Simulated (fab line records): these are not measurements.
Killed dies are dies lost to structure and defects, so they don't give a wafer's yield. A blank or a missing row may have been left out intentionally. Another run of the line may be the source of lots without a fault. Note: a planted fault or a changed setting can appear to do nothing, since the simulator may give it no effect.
fab line records -- flow n5-finfet
record: lots: 24, wafers: 72, last-day: 17
route steps=1938 shown BEOL_M11@1569 BEOL_M12@1612
lots with no fault: from the same line, run without faults
start-h: start of the lot's first displayed wafer, in hours after the record's first day -- wait-h: hours since the lot's step before -- " repeats the value in the row above -- L1.1+2: one row covering several wafers at once -- - no value present, or no start provided -- * or withheld: withheld -- < > ~ a bound
route shown NAME@n: a module of which the file shows steps, and the number in the route of the first -- usual: mean and standard deviation over wafers with no fault -- same: alike in all rows -- chamber/n: place in a boat -- sites: each site's reading -- _std_site: standard deviation of those values -- _edge_site: inner sites' mean taken away from outer sites' mean -- radius-mm: how far each site lies from the wafer's centre -- mask NAME#n: copy n -- behind: the last tool/chamber to shape the wafer -- hold: what put the lot on hold/how long, in hours/how the hold closed -- device: the transistor (n, p or np) that didn't switch -- end of line: at the end of the route, the tests of the same wafers -- a step given without rows: its recipe and nothing more -- killed: at the first sort, the dies lost to defects and structure; wafer yield is something else -- map: dies across one wafer; x = killed, . = not, _ = none there
set.NAME: the run value of the setting; set.NAME@STEP: its run value at that earlier step -- model.NAME: the simulator's own value behind a step, which no gauge read
one table for each step of the route and one row for each wafer, over a sample of lots
services: when a tool's chamber went out of use (start-h, in hours from the record's first day, below 0 if earlier), for how many hours, and the reason
== steps ==
step: N5_BEOL_M11_OVL_MEAS_29
recipe: points-per-wafer: 44
usual: V10_OVL: -0.2/0.74
lot.wafer,tool,chamber,start-h,wait-h,V10_OVL[nm]
L074.2,overlay-02,0,220.34,0.0,-0.3
L074.3,overlay-02,0,220.34,0.0,-0.4
L074.5,overlay-02,0,220.34,0.0,-0.8
L075.3,overlay-02,0,220.63,0.0,-0.8
L075.4,overlay-02,0,220.63,0.0,-0.3
L075.6,overlay-02,0,220.63,0.0,-0.3
L076.3,overlay-01,0,240.76,0.0,-0.7
L076.4,overlay-01,0,240.76,0.0,0.9
L076.6,overlay-01,0,240.76,0.0,0.1
L077.1,overlay-02,0,240.93,0.0,0.7
L077.3,overlay-02,0,240.93,0.0,0.6
L077.4,overlay-02,0,240.93,0.0,-0.2
L078.1,overlay-01,0,247.58,0.0,-1.3
L078.3,overlay-01,0,247.58,0.0,-1.3
L078.5,overlay-01,0,247.58,0.0,-1.1
L081.1,overlay-02,0,264.58,0.0,0.3
L081.2,overlay-02,0,264.58,0.0,-0.2
L081.3,overlay-02,0,264.58,0.0,-0.8
L079.1,overlay-01,0,267.51,0.0,-0.3
L079.4,overlay-01,0,267.51,0.0,0.1
L079.6,overlay-01,0,267.51,0.0,-0.3
L080.1,overlay-02,0,267.68,0.0,1.3
L080.2,overlay-02,0,267.68,0.0,0.2
L080.4,overlay-02,0,267.68,0.0,0.5
L082.2,overlay-01,0,277.57,0.0,0.4
L082.4,overlay-01,0,277.57,0.0,0.2
L082.6,overlay-01,0,277.57,0.0,-0.3
L083.3,overlay-01,0,289.34,0.0,0.6
L083.5,overlay-01,0,289.34,0.0,0.6
L083.6,overlay-01,0,289.34,0.0,1.1
L084.3,overlay-01,0,298.02,0.0,0.1
L084.4,overlay-01,0,298.02,0.0,0.0
L084.5,overlay-01,0,298.02,0.0,0.6
L085.3,overlay-02,0,301.49,0.0,1.8
L085.5,overlay-02,0,301.49,0.0,0.3
L085.6,overlay-02,0,301.49,0.0,-0.9
L086.2,overlay-02,0,305.33,0.0,1.3
L086.3,overlay-02,0,305.33,0.0,-0.7
L086.5,overlay-02,0,305.33,0.0,0.6
L088.3,overlay-01,0,314.82,0.0,-0.8
L088.4,overlay-01,0,314.82,0.0,-0.9
L088.6,overlay-01,0,314.82,0.0,-0.5
L087.2,overlay-01,0,317.19,0.0,-1.2
L087.3,overlay-01,0,317.19,0.0,-0.5
L087.4,overlay-01,0,317.19,0.0,-0.6
L089.4,overlay-02,0,321.10,0.0,0.4
L089.5,overlay-02,0,321.10,0.0,-0.4
L089.6,overlay-02,0,321.10,0.0,-0.6
L091.1,overlay-02,0,329.56,0.0,-0.5
L091.2,overlay-02,0,329.56,0.0,0.1
L091.5,overlay-02,0,329.56,0.0,1.2
L090.3,overlay-01,0,330.05,0.0,-0.2
L090.4,overlay-01,0,330.05,0.0,-0.1
L090.5,overlay-01,0,330.05,0.0,-2.0
L093.1,overlay-02,0,346.41,0.0,-0.7
L093.2,overlay-02,0,346.41,0.0,-0.5
L093.3,overlay-02,0,346.41,0.0,-1.3
L092.1,overlay-02,0,346.58,0.0,1.2
L092.2,overlay-02,0,346.58,0.0,0.3
L092.3,overlay-02,0,346.58,0.0,-0.4
L095.1,overlay-01,0,353.17,0.0,-0.2
L095.2,overlay-01,0,353.17,0.0,0.8
L095.3,overlay-01,0,353.17,0.0,0.2
L097.1,overlay-01,0,354.98,0.0,-0.3
L097.3,overlay-01,0,354.98,0.0,-0.2
L097.6,overlay-01,0,354.98,0.0,0.5
L094.2,overlay-01,0,356.05,0.0,-0.4
L094.4,overlay-01,0,356.05,0.0,-0.5
L094.5,overlay-01,0,356.05,0.0,-0.5
L096.2,overlay-02,0,357.70,0.0,-1.3
L096.3,overlay-02,0,357.70,0.0,-1.3
L096.4,overlay-02,0,357.70,0.0,-1.4
step: N5_BEOL_M11_TRENCH_ETCH_37
recipe: chemistry: C4F6/O2, target-depth-a: 1488.3, target: SiCOH_lowk, time-s: 48, ion-energy-ev: 250, pressure-mtorr: 30, source-w: 345, bias-w: 185, Ar_flow_sccm: 300, C4F6_flow_sccm: 10, O2_flow_sccm: 10
usual: drypump-motor-current-A: 5.7/0.4, oes-product-au: 0.79/0.077, rf-vpp-V: 664/12, showerhead-plenum-p-Torr: 2.86/0.071, throttle-valve-pct: 21.07/0.29
lot.wafer,tool,chamber,start-h,wait-h,drypump-motor-current-A,oes-product-au,rf-hours-counter-h,rf-vpp-V,showerhead-plenum-p-Torr,throttle-valve-pct
L074.2,rie-diel-05,1,-,-,5.8,0.84,51,670,2.80,20.83
L074.3,rie-diel-05,3,-,-,5.8,0.73,183,678,2.97,21.47
L074.5,rie-diel-05,3,-,-,5.8,0.73,-,677,2.97,21.48
L075.3,rie-diel-04,3,-,-,5.4,0.89,43,669,2.89,20.72
L075.4,rie-diel-04,2,-,-,5.3,0.93,-,674,2.91,20.62
L075.6,rie-diel-04,0,-,-,5.4,0.77,-,648,2.75,20.93
L076.3,rie-diel-04,2,-,-,5.3,0.91,22,675,2.91,20.62
L076.4,rie-diel-04,1,-,-,6.4,0.85,62,665,2.87,20.98
L076.6,rie-diel-04,3,-,-,5.4,0.88,-,669,2.89,20.71
L077.1,rie-diel-02,3,-,-,5.6,0.67,263,675,2.77,21.20
L077.3,rie-diel-02,2,-,-,5.9,0.73,162,674,2.85,21.37
L077.4,rie-diel-02,2,-,-,5.9,0.73,-,674,2.85,21.37
L078.1,rie-diel-05,2,-,-,5.9,0.78,121,647,2.87,21.09
L078.3,rie-diel-05,0,-,-,4.9,0.78,148,643,2.86,21.45
L078.5,rie-diel-05,3,-,-,5.8,0.72,-,678,2.97,21.49
L081.1,rie-diel-05,0,-,-,5.0,0.77,153,643,2.86,21.45
L081.2,rie-diel-05,3,-,-,5.9,0.72,197,678,2.97,21.50
L081.3,rie-diel-05,2,-,-,5.9,0.78,127,646,2.87,21.07
L079.1,rie-diel-05,3,-,-,5.8,0.72,198,678,2.97,21.50
L079.4,rie-diel-05,1,-,-,5.9,0.83,67,671,2.79,20.86
L079.6,rie-diel-05,2,-,-,5.9,0.77,-,646,2.87,21.09
L080.1,rie-diel-02,2,-,-,5.9,0.73,172,673,2.84,21.38
L080.2,rie-diel-02,3,-,-,5.7,0.67,273,674,2.77,21.22
L080.4,rie-diel-02,3,-,-,5.7,0.67,-,675,2.77,21.21
L082.2,rie-diel-04,0,-,-,5.4,0.77,157,648,2.74,20.97
L082.4,rie-diel-04,2,-,-,5.3,0.90,32,673,2.91,20.64
L082.6,rie-diel-04,0,-,-,5.4,0.77,-,649,2.74,20.97
L083.3,rie-diel-02,2,-,-,6.0,0.72,180,675,2.84,21.40
L083.5,rie-diel-02,3,-,-,5.7,0.65,-,674,2.77,21.22
L083.6,rie-diel-02,2,-,-,6.0,0.72,-,675,2.84,21.40
L084.3,rie-diel-05,0,-,-,5.0,0.77,162,643,2.86,21.46
L084.4,rie-diel-05,3,-,-,5.8,0.71,207,677,2.96,21.50
L084.5,rie-diel-05,2,-,-,5.9,0.76,-,645,2.86,21.09
L085.3,rie-diel-05,1,-,-,5.9,0.80,77,671,2.79,20.88
L085.5,rie-diel-05,3,-,-,5.8,0.71,-,677,2.96,21.50
L085.6,rie-diel-05,0,-,-,5.0,0.75,-,643,2.85,21.47
L086.2,rie-diel-02,1,-,-,6.3,0.94,13,661,3.01,20.68
L086.3,rie-diel-02,0,-,-,6.1,0.94,4,670,2.91,20.90
L086.5,rie-diel-02,1,-,-,6.3,0.94,-,662,3.01,20.70
L088.3,rie-diel-04,1,-,-,6.5,0.84,82,663,2.86,21.01
L088.4,rie-diel-04,2,-,-,5.2,0.90,44,674,2.90,20.67
L088.6,rie-diel-04,2,-,-,5.2,0.88,-,675,2.90,20.67
L087.2,rie-diel-05,2,-,-,5.9,0.77,143,646,2.86,21.11
L087.3,rie-diel-05,3,-,-,5.8,0.71,213,678,2.96,21.50
L087.4,rie-diel-05,0,-,-,5.0,0.75,167,642,2.85,21.48
L089.4,rie-diel-04,3,-,-,5.4,0.83,73,670,2.88,20.75
L089.5,rie-diel-04,2,-,-,5.3,0.87,-,675,2.90,20.68
L089.6,rie-diel-04,3,-,-,5.4,0.83,-,670,2.88,20.74
L091.1,rie-diel-04,3,-,-,5.4,0.84,76,669,2.87,20.76
L091.2,rie-diel-04,2,-,-,5.3,0.87,49,675,2.90,20.68
L091.5,rie-diel-04,0,-,-,5.4,0.74,-,648,2.73,20.98
L090.3,rie-diel-05,2,-,-,5.9,0.75,147,645,2.86,21.11
L090.4,rie-diel-05,0,-,-,5.0,0.75,173,642,2.85,21.47
L090.5,rie-diel-05,1,-,-,5.8,0.80,-,669,2.79,20.89
L093.1,rie-diel-04,2,-,-,5.3,0.85,54,676,2.90,20.68
L093.2,rie-diel-04,1,-,-,6.5,0.82,92,664,2.85,21.01
L093.3,rie-diel-04,3,-,-,5.4,0.81,81,669,2.87,20.75
L092.1,rie-diel-02,2,-,-,6.0,0.69,201,672,2.83,21.44
L092.2,rie-diel-02,0,-,-,6.1,0.90,19,670,2.90,20.90
L092.3,rie-diel-02,3,-,-,5.7,0.97,10,673,2.76,20.85
L095.1,rie-diel-05,3,-,-,5.8,0.69,225,676,2.95,21.54
L095.2,rie-diel-05,1,-,-,5.8,0.79,93,670,2.78,20.90
L095.3,rie-diel-05,2,-,-,6.0,0.74,155,646,2.85,21.11
L097.1,rie-diel-02,1,-,-,6.3,0.89,29,661,3.00,20.73
L097.3,rie-diel-02,0,-,-,6.1,0.89,22,670,2.90,20.90
L097.6,rie-diel-02,0,-,-,6.1,0.89,-,671,2.90,20.93
L094.2,rie-diel-04,1,-,-,6.5,0.81,95,664,2.85,21.01
L094.4,rie-diel-04,2,-,-,5.3,0.86,56,674,2.90,20.68
L094.5,rie-diel-04,0,-,-,5.4,0.74,-,649,2.73,21.00
L096.2,rie-diel-05,2,-,-,5.9,0.74,156,647,2.85,21.12
L096.3,rie-diel-05,3,-,-,5.9,0.70,226,679,2.95,21.55
L096.4,rie-diel-05,1,-,-,5.9,0.80,95,669,2.78,20.90
step: N5_BEOL_M11_SURFACE_TREAT_76
recipe: gas: Ar, time-s: *, ion-energy-ev: *, ion-current-ma-cm2: 0.5, pressure-mtorr: *, ar-flow-sccm: 30
usual: throttle-valve-pct: *
lot.wafer,tool,chamber,start-h,wait-h,throttle-valve-pct
L074.2,pvd-sputter-01,-,222.07,0.3,*
L074.3,pvd-sputter-01,-,222.07,0.3,*
L074.5,pvd-sputter-01,-,222.07,0.3,*
L075.3,pvd-sputter-03,-,223.03,0.6,*
L075.4,pvd-sputter-03,-,223.03,0.6,*
L075.6,pvd-sputter-03,-,223.03,0.6,*
L076.3,pvd-sputter-02,-,242.33,0.2,*
L076.4,pvd-sputter-02,-,242.33,0.2,*
L076.6,pvd-sputter-02,-,242.33,0.2,*
L077.1,pvd-sputter-02,-,242.97,0.2,*
L077.3,pvd-sputter-02,-,242.97,0.2,*
L077.4,pvd-sputter-02,-,242.97,0.2,*
L078.1,pvd-sputter-01,-,249.99,0.3,*
L078.3,pvd-sputter-01,-,249.99,0.3,*
L078.5,pvd-sputter-01,-,249.99,0.3,*
L081.1,pvd-sputter-03,-,266.15,0.2,*
L081.2,pvd-sputter-03,-,266.15,0.2,*
L081.3,pvd-sputter-03,-,266.15,0.2,*
L079.1,pvd-sputter-01,-,269.48,0.2,*
L079.4,pvd-sputter-01,-,269.48,0.2,*
L079.6,pvd-sputter-01,-,269.48,0.2,*
L080.1,pvd-sputter-01,-,269.84,0.2,*
L080.2,pvd-sputter-01,-,269.84,0.2,*
L080.4,pvd-sputter-01,-,269.84,0.2,*
L082.2,pvd-sputter-03,-,281.09,1.8,*
L082.4,pvd-sputter-03,-,281.09,1.8,*
L082.6,pvd-sputter-03,-,281.09,1.8,*
L083.3,pvd-sputter-01,-,291.46,0.3,*
L083.5,pvd-sputter-01,-,291.46,0.3,*
L083.6,pvd-sputter-01,-,291.46,0.3,*
L084.3,pvd-sputter-03,-,299.60,0.2,*
L084.4,pvd-sputter-03,-,299.60,0.2,*
L084.5,pvd-sputter-03,-,299.60,0.2,*
L085.3,pvd-sputter-02,-,303.25,0.2,*
L085.5,pvd-sputter-02,-,303.25,0.2,*
L085.6,pvd-sputter-02,-,303.25,0.2,*
L086.2,pvd-sputter-03,-,307.47,0.4,*
L086.3,pvd-sputter-03,-,307.47,0.4,*
L086.5,pvd-sputter-03,-,307.47,0.4,*
L088.3,pvd-sputter-02,-,316.36,0.2,*
L088.4,pvd-sputter-02,-,316.36,0.2,*
L088.6,pvd-sputter-02,-,316.36,0.2,*
L087.2,pvd-sputter-02,-,318.80,0.2,*
L087.3,pvd-sputter-02,-,318.80,0.2,*
L087.4,pvd-sputter-02,-,318.80,0.2,*
L089.4,pvd-sputter-01,-,322.62,0.2,*
L089.5,pvd-sputter-01,-,322.62,0.2,*
L089.6,pvd-sputter-01,-,322.62,0.2,*
L091.1,pvd-sputter-01,-,331.33,0.2,*
L091.2,pvd-sputter-01,-,331.33,0.2,*
L091.5,pvd-sputter-01,-,331.33,0.2,*
L090.3,pvd-sputter-01,-,333.03,0.9,*
L090.4,pvd-sputter-01,-,333.03,0.9,*
L090.5,pvd-sputter-01,-,333.03,0.9,*
L093.1,pvd-sputter-02,-,347.92,0.2,*
L093.2,pvd-sputter-02,-,347.92,0.2,*
L093.3,pvd-sputter-02,-,347.92,0.2,*
L092.1,pvd-sputter-03,-,349.01,0.2,*
L092.2,pvd-sputter-03,-,349.01,0.2,*
L092.3,pvd-sputter-03,-,349.01,0.2,*
L095.1,pvd-sputter-01,-,355.94,0.3,*
L095.2,pvd-sputter-01,-,355.94,0.3,*
L095.3,pvd-sputter-01,-,355.94,0.3,*
L097.1,pvd-sputter-02,-,356.93,0.3,*
L097.3,pvd-sputter-02,-,356.93,0.3,*
L097.6,pvd-sputter-02,-,356.93,0.3,*
L094.2,pvd-sputter-01,-,358.58,0.2,*
L094.4,pvd-sputter-01,-,358.58,0.2,*
L094.5,pvd-sputter-01,-,358.58,0.2,*
L096.2,pvd-sputter-03,-,359.94,0.7,*
L096.3,pvd-sputter-03,-,359.94,0.7,*
L096.4,pvd-sputter-03,-,359.94,0.7,*
step: N5_BEOL_M11_SPUTTER_48
recipe: material: Cu, target-thk-a: 120, temp-c: -20, bias-v: 60, power-w: 26000, chamber-pressure-pa: 0.13, time-s: 2
usual: chuck-sensor-temp-C: -16.1/0.39, susceptor-temp-C: -20.01/0.11, throttle-valve-pct: 30.2/1.2
lot.wafer,tool,chamber,start-h,wait-h,chuck-sensor-temp-C,susceptor-temp-C,throttle-valve-pct
L074.2,pvd-sputter-03,-,223.07,0.6,-15.8,-19.94,29.7
L074.3,pvd-sputter-03,-,223.07,0.6,-16.2,-20.06,29.2
L074.5,pvd-sputter-03,-,223.07,0.6,-16.1,-19.90,29.5
L075.3,pvd-sputter-03,-,223.67,0.3,-15.7,-19.59,30.5
L075.4,pvd-sputter-03,-,223.67,0.3,-15.6,-19.95,30.7
L075.6,pvd-sputter-03,-,223.67,0.3,-15.6,-19.94,30.6
L076.3,pvd-sputter-02,-,242.69,0.1,-16.5,-19.94,28.5
L076.4,pvd-sputter-02,-,242.69,0.1,-16.6,-20.03,28.0
L076.6,pvd-sputter-02,-,242.69,0.1,-15.9,-19.89,29.8
L077.1,pvd-sputter-03,-,243.19,0.1,-15.8,-19.88,29.7
L077.3,pvd-sputter-03,-,243.19,0.1,-15.7,-19.96,30.8
L077.4,pvd-sputter-03,-,243.19,0.1,-15.6,-19.98,30.7
L078.1,pvd-sputter-01,-,250.33,0.1,-16.6,-20.09,32.1
L078.3,pvd-sputter-01,-,250.33,0.1,-15.5,-20.06,32.2
L078.5,pvd-sputter-01,-,250.33,0.1,-16.2,-20.04,30.7
L081.1,pvd-sputter-03,-,266.47,0.2,-15.6,-20.05,30.7
L081.2,pvd-sputter-03,-,266.47,0.2,-15.7,-20.18,30.6
L081.3,pvd-sputter-03,-,266.47,0.2,-16.0,-19.95,29.5
L079.1,pvd-sputter-01,-,269.68,0.1,-16.4,-20.01,31.5
L079.4,pvd-sputter-01,-,269.68,0.1,-15.5,-20.06,31.8
L079.6,pvd-sputter-01,-,269.68,0.1,-16.3,-20.16,31.4
L080.1,pvd-sputter-02,-,270.02,0.1,-16.7,-20.00,28.0
L080.2,pvd-sputter-02,-,270.02,0.1,-16.1,-19.99,30.0
L080.4,pvd-sputter-02,-,270.02,0.1,-16.0,-19.90,29.3
L082.2,pvd-sputter-02,-,281.41,0.2,-16.0,-19.98,29.5
L082.4,pvd-sputter-02,-,281.41,0.2,-16.3,-19.95,28.3
L082.6,pvd-sputter-02,-,281.41,0.2,-16.2,-20.18,28.6
L083.3,pvd-sputter-02,-,291.71,0.1,-16.1,-20.09,29.1
L083.5,pvd-sputter-02,-,291.71,0.1,-16.3,-20.09,28.7
L083.6,pvd-sputter-02,-,291.71,0.1,-16.0,-20.14,29.6
L084.3,pvd-sputter-01,-,299.77,0.1,-16.3,-19.95,31.3
L084.4,pvd-sputter-01,-,299.77,0.1,-15.3,-19.98,32.0
L084.5,pvd-sputter-01,-,299.77,0.1,-16.3,-19.98,31.4
L085.3,pvd-sputter-02,-,303.93,0.3,-16.0,-19.91,29.1
L085.5,pvd-sputter-02,-,303.93,0.3,-16.3,-20.07,28.7
L085.6,pvd-sputter-02,-,303.93,0.3,-15.8,-19.93,29.3
L086.2,pvd-sputter-03,-,307.73,0.2,-16.1,-19.84,29.2
L086.3,pvd-sputter-03,-,307.73,0.2,-15.7,-19.98,30.4
L086.5,pvd-sputter-03,-,307.73,0.2,-15.6,-20.04,30.4
L088.3,pvd-sputter-01,-,316.97,0.5,-16.4,-20.01,30.7
L088.4,pvd-sputter-01,-,316.97,0.5,-15.5,-20.04,32.3
L088.6,pvd-sputter-01,-,316.97,0.5,-15.5,-20.20,32.0
L087.2,pvd-sputter-02,-,319.04,0.1,-16.0,-20.07,29.8
L087.3,pvd-sputter-02,-,319.04,0.1,-16.0,-20.25,29.3
L087.4,pvd-sputter-02,-,319.04,0.1,-16.6,-20.14,28.0
L089.4,pvd-sputter-01,-,324.54,1.5,-16.3,-20.04,31.5
L089.5,pvd-sputter-01,-,324.54,1.5,-16.3,-20.00,31.6
L089.6,pvd-sputter-01,-,324.54,1.5,-16.0,-19.81,30.7
L091.1,pvd-sputter-03,-,332.05,0.4,-15.9,-19.94,30.7
L091.2,pvd-sputter-03,-,332.05,0.4,-15.7,-19.95,30.3
L091.5,pvd-sputter-03,-,332.05,0.4,-15.5,-19.97,30.5
L090.3,pvd-sputter-01,-,333.47,0.1,-16.7,-19.91,31.9
L090.4,pvd-sputter-01,-,333.47,0.1,-16.2,-20.16,31.5
L090.5,pvd-sputter-01,-,333.47,0.1,-16.7,-20.13,32.1
L093.1,pvd-sputter-02,-,348.12,0.1,-16.6,-19.99,28.0
L093.2,pvd-sputter-02,-,348.12,0.1,-16.1,-19.86,30.0
L093.3,pvd-sputter-02,-,348.12,0.1,-16.4,-19.94,28.6
L092.1,pvd-sputter-03,-,349.25,0.1,-15.7,-19.94,30.8
L092.2,pvd-sputter-03,-,349.25,0.1,-15.7,-20.00,30.6
L092.3,pvd-sputter-03,-,349.25,0.1,-15.9,-20.16,29.5
L095.1,pvd-sputter-02,-,356.23,0.2,-16.7,-19.87,28.2
L095.2,pvd-sputter-02,-,356.23,0.2,-16.5,-20.19,28.5
L095.3,pvd-sputter-02,-,356.23,0.2,-16.0,-19.93,30.1
L097.1,pvd-sputter-01,-,357.12,0.1,-16.1,-20.07,30.9
L097.3,pvd-sputter-01,-,357.12,0.1,-16.3,-20.01,31.6
L097.6,pvd-sputter-01,-,357.12,0.1,-16.3,-20.06,31.1
L094.2,pvd-sputter-01,-,358.96,0.1,-16.4,-19.79,31.6
L094.4,pvd-sputter-01,-,358.96,0.1,-16.1,-20.21,30.7
L094.5,pvd-sputter-01,-,358.96,0.1,-16.7,-20.06,32.1
L096.2,pvd-sputter-01,-,361.40,1.1,-16.3,-19.88,31.5
L096.3,pvd-sputter-01,-,361.40,1.1,-16.6,-20.14,31.9
L096.4,pvd-sputter-01,-,361.40,1.1,-15.4,-19.87,32.1
step: N5_BEOL_M11_RS_MEAS_57
recipe: thk-meas-gauge: four-point-probe, reads: Cu_of_BEOL_M11_ECD_50+Co_of_BEOL_M11_CVD_75+TaN_of_BEOL_M11_ALD_74
usual: M11_RS: 0.150/0.0035
lot.wafer,tool,chamber,start-h,wait-h,M11_RS[ohm/sq]
L074.2,film-metro-02,-,224.17,0.1,0.154
L074.3,film-metro-02,-,224.17,0.1,0.158
L074.5,film-metro-02,-,224.17,0.1,0.158
L075.3,film-metro-02,-,224.69,0.0,0.147
L075.4,film-metro-02,-,224.69,0.0,0.147
L075.6,film-metro-02,-,224.69,0.0,0.150
L076.3,film-metro-01,-,243.72,0.0,0.145
L076.4,film-metro-01,-,243.72,0.0,0.149
L076.6,film-metro-01,-,243.72,0.0,0.145
L077.1,film-metro-01,-,245.19,0.0,0.150
L077.3,film-metro-01,-,245.19,0.0,0.149
L077.4,film-metro-01,-,245.19,0.0,0.152
L078.1,film-metro-02,-,251.37,0.0,0.149
L078.3,film-metro-02,-,251.37,0.0,0.153
L078.5,film-metro-02,-,251.37,0.0,0.157
L081.1,film-metro-02,-,267.43,0.0,0.154
L081.2,film-metro-02,-,267.43,0.0,0.155
L081.3,film-metro-02,-,267.43,0.0,0.148
L079.1,film-metro-01,-,270.62,0.0,0.153
L079.4,film-metro-01,-,270.62,0.0,0.148
L079.6,film-metro-01,-,270.62,0.0,0.148
L080.1,film-metro-01,-,271.36,0.0,0.152
L080.2,film-metro-01,-,271.36,0.0,0.152
L080.4,film-metro-01,-,271.36,0.0,0.149
L082.2,film-metro-02,-,282.35,0.0,0.146
L082.4,film-metro-02,-,282.35,0.0,0.146
L082.6,film-metro-02,-,282.35,0.0,0.147
L083.3,film-metro-02,-,292.99,0.0,0.151
L083.5,film-metro-02,-,292.99,0.0,0.151
L083.6,film-metro-02,-,292.99,0.0,0.147
L084.3,film-metro-02,-,300.93,0.0,0.150
L084.4,film-metro-02,-,300.93,0.0,0.154
L084.5,film-metro-02,-,300.93,0.0,0.149
L085.3,film-metro-01,-,304.89,0.1,0.151
L085.5,film-metro-01,-,304.89,0.1,0.154
L085.6,film-metro-01,-,304.89,0.1,0.154
L086.2,film-metro-01,-,309.24,0.0,0.150
L086.3,film-metro-01,-,309.24,0.0,0.149
L086.5,film-metro-01,-,309.24,0.0,0.150
L088.3,film-metro-01,-,318.03,0.0,0.142
L088.4,film-metro-01,-,318.03,0.0,0.144
L088.6,film-metro-01,-,318.03,0.0,0.143
L087.2,film-metro-01,-,320.27,0.0,0.149
L087.3,film-metro-01,-,320.27,0.0,0.153
L087.4,film-metro-01,-,320.27,0.0,0.154
L089.4,film-metro-01,-,325.49,0.0,0.148
L089.5,film-metro-01,-,325.49,0.0,0.144
L089.6,film-metro-01,-,325.49,0.0,0.151
L091.1,film-metro-01,-,333.00,0.0,0.148
L091.2,film-metro-01,-,333.00,0.0,0.144
L091.5,film-metro-01,-,333.00,0.0,0.149
L090.3,film-metro-01,-,335.19,0.0,0.155
L090.4,film-metro-01,-,335.19,0.0,0.155
L090.5,film-metro-01,-,335.19,0.0,0.152
L093.1,film-metro-01,-,349.33,0.0,0.144
L093.2,film-metro-01,-,349.33,0.0,0.149
L093.3,film-metro-01,-,349.33,0.0,0.149
L092.1,film-metro-01,-,350.49,0.0,0.154
L092.2,film-metro-01,-,350.49,0.0,0.148
L092.3,film-metro-01,-,350.49,0.0,0.145
L095.1,film-metro-02,-,357.17,0.0,0.155
L095.2,film-metro-02,-,357.17,0.0,0.151
L095.3,film-metro-02,-,357.17,0.0,0.154
L097.1,film-metro-02,-,358.42,0.0,0.155
L097.3,film-metro-02,-,358.42,0.0,0.145
L097.6,film-metro-02,-,358.42,0.0,0.148
L094.2,film-metro-02,-,359.90,0.0,0.151
L094.4,film-metro-02,-,359.90,0.0,0.148
L094.5,film-metro-02,-,359.90,0.0,0.148
L096.2,film-metro-01,-,362.34,0.0,0.151
L096.3,film-metro-01,-,362.34,0.0,0.156
L096.4,film-metro-01,-,362.34,0.0,0.152
step: N5_BEOL_M12_CD_MEAS_10
recipe: target-cd-nm: 140, landing-energy-ev: 500, detector: se-inlens, polarity: opening
usual: cd-nm: 141.0/2.1
lot.wafer,tool,chamber,start-h,wait-h,cd-nm
L074.2,cd-sem-03,0,224.67,-,137.8
L074.3,cd-sem-03,0,224.67,-,137.0
L074.5,cd-sem-03,0,224.67,-,137.7
L075.3,cd-sem-02,0,225.24,-,140.4
L075.4,cd-sem-02,0,225.24,-,144.0
L075.6,cd-sem-02,0,225.24,-,144.0
L076.3,cd-sem-02,0,244.35,-,140.2
L076.4,cd-sem-02,0,244.35,-,139.8
L076.6,cd-sem-02,0,244.35,-,142.1
L077.1,cd-sem-01,0,245.69,-,141.3
L077.3,cd-sem-01,0,245.69,-,142.4
L077.4,cd-sem-01,0,245.69,-,140.0
L078.1,cd-sem-01,0,251.87,-,139.0
L078.3,cd-sem-01,0,251.87,-,140.5
L078.5,cd-sem-01,0,251.87,-,140.8
L081.1,cd-sem-02,0,267.93,-,141.0
L081.2,cd-sem-02,0,267.93,-,139.9
L081.3,cd-sem-02,0,267.93,-,137.1
L079.1,cd-sem-03,0,271.12,-,137.7
L079.4,cd-sem-03,0,271.12,-,140.2
L079.6,cd-sem-03,0,271.12,-,137.7
L080.1,cd-sem-02,0,271.98,-,138.9
L080.2,cd-sem-02,0,271.98,-,141.2
L080.4,cd-sem-02,0,271.98,-,140.1
L082.2,cd-sem-03,0,282.97,-,136.3
L082.4,cd-sem-03,0,282.97,-,142.7
L082.6,cd-sem-03,0,282.97,-,144.2
L083.3,cd-sem-03,0,293.61,-,143.8
L083.5,cd-sem-03,0,293.61,-,142.9
L083.6,cd-sem-03,0,293.61,-,140.4
L084.3,cd-sem-02,0,301.55,-,140.2
L084.4,cd-sem-02,0,301.55,-,141.2
L084.5,cd-sem-02,0,301.55,-,138.1
L085.3,cd-sem-02,0,305.54,-,139.3
L085.5,cd-sem-02,0,305.54,-,141.2
L085.6,cd-sem-02,0,305.54,-,141.7
L086.2,cd-sem-03,0,309.87,-,144.3
L086.3,cd-sem-03,0,309.87,-,143.1
L086.5,cd-sem-03,0,309.87,-,143.0
L088.3,cd-sem-02,0,318.53,-,142.7
L088.4,cd-sem-02,0,318.53,-,143.9
L088.6,cd-sem-02,0,318.53,-,143.1
L087.2,cd-sem-02,0,320.89,-,139.9
L087.3,cd-sem-02,0,320.89,-,141.9
L087.4,cd-sem-02,0,320.89,-,142.7
L089.4,cd-sem-02,0,325.99,-,135.6
L089.5,cd-sem-02,0,325.99,-,139.7
L089.6,cd-sem-02,0,325.99,-,139.3
L091.1,cd-sem-03,0,333.63,-,140.7
L091.2,cd-sem-03,0,333.63,-,139.8
L091.5,cd-sem-03,0,333.63,-,140.9
L090.3,cd-sem-03,0,335.82,-,141.8
L090.4,cd-sem-03,0,335.82,-,143.4
L090.5,cd-sem-03,0,335.82,-,142.4
L093.1,cd-sem-02,0,349.83,-,142.7
L093.2,cd-sem-02,0,349.83,-,139.4
L093.3,cd-sem-02,0,349.83,-,144.4
L092.1,cd-sem-03,0,350.98,-,141.9
L092.2,cd-sem-03,0,350.98,-,142.1
L092.3,cd-sem-03,0,350.98,-,142.7
L095.1,cd-sem-02,0,357.79,-,140.2
L095.2,cd-sem-02,0,357.79,-,142.1
L095.3,cd-sem-02,0,357.79,-,142.0
L097.1,cd-sem-03,0,359.04,-,139.0
L097.3,cd-sem-03,0,359.04,-,142.5
L097.6,cd-sem-03,0,359.04,-,145.3
L094.2,cd-sem-01,0,360.53,-,140.9
L094.4,cd-sem-01,0,360.53,-,138.4
L094.5,cd-sem-01,0,360.53,-,136.1
L096.2,cd-sem-01,0,362.85,-,143.7
L096.3,cd-sem-01,0,362.85,-,143.1
L096.4,cd-sem-01,0,362.85,-,143.8
== services ==
tool,chamber,start-h,hours,kind
rie-diel-05,2,233.75,3.4,repair
rie-diel-02,1,255.03,-,clean
rie-diel-02,1,255.03,-,consumable-replace:focus-ring
rie-diel-02,1,255.03,-,consumable-replace:showerhead
rie-diel-02,1,255.03,15.8,scheduled-down
rie-diel-02,1,255.03,15.8,vent-cycle
rie-diel-02,-,256.05,0.7,repair
rie-diel-02,0,260.26,18.6,repair
rie-diel-02,0,278.93,-,clean
rie-diel-02,0,278.93,-,consumable-replace:focus-ring
rie-diel-02,0,278.93,18.1,scheduled-down
rie-diel-02,0,278.93,18.1,vent-cycle
rie-diel-02,3,297.04,-,clean
rie-diel-02,3,297.04,-,consumable-replace:focus-ring
rie-diel-02,3,297.04,21.5,scheduled-down
rie-diel-02,3,297.04,21.5,vent-cycle
rie-diel-04,1,309.85,1.3,repair
== key ==
fault none
